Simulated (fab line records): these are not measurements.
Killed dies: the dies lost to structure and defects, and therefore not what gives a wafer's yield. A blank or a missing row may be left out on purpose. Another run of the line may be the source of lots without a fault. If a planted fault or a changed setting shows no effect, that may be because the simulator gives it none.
Chamber matching    flow n5_finfet    3 sister chambers for N5_BEOL_M11_CURE_71 on uv_cure-02
The step cures SiCOH lowk, time 240 s. 3 wafers are shown with their chamber, then 11 later ones without.

== WAFERS WITH THEIR CHAMBER ==
wafer   chamber  wafer_temp_C_max
L078.5  0        387.3
L081.6  1        386.6
L092.1  2        386.2

== WAFERS MISSING THEIR CHAMBER ==
wafer   wafer_temp_C_max
L092.4  386.9
L092.6  386.6
L092.2  386.8
L092.3  387.1
L092.5  386.3
L096.1  386.0
L096.2  386.3
L096.5  386.8
L093.2  387.0
L093.3  386.9
L093.6  387.2

== EACH ONE'S CHAMBER ==
wafer    from the rows above            in truth
L092.4   can't be placed: 1 or 0 or 2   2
L092.6   can't be placed: 1 or 2        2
L092.2   can't be placed: 1 or 0 or 2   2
L092.3   can't be placed: 0 or 1        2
L092.5   can't be placed: 2 or 1        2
L096.1   can't be placed: 2 or 1        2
L096.2   can't be placed: 2 or 1        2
L096.5   can't be placed: 1 or 0 or 2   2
L093.2   can't be placed: 0 or 1        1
L093.3   can't be placed: 1 or 0 or 2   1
L093.6   0                              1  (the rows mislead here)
Placed correctly: 0 of 11. Not placeable from these rows: 10 (in 9, the candidates include the true chamber). Placed wrongly: 1.
How it was worked out, from the rows above alone: a wafer's distance from a chamber is the root of the sum, over the readings, of the square of ((its reading less the chamber's mean) divided by the reading's scatter). If the next closest chamber is less than 2 further off than the closest, the wafer can't be placed; otherwise it belongs to the closest. Each chamber's mean is taken over the wafers shown for it. The scatter: with one shown wafer a chamber, the root of the mean of the squares of how far each hidden wafer lies from its nearest shown one.
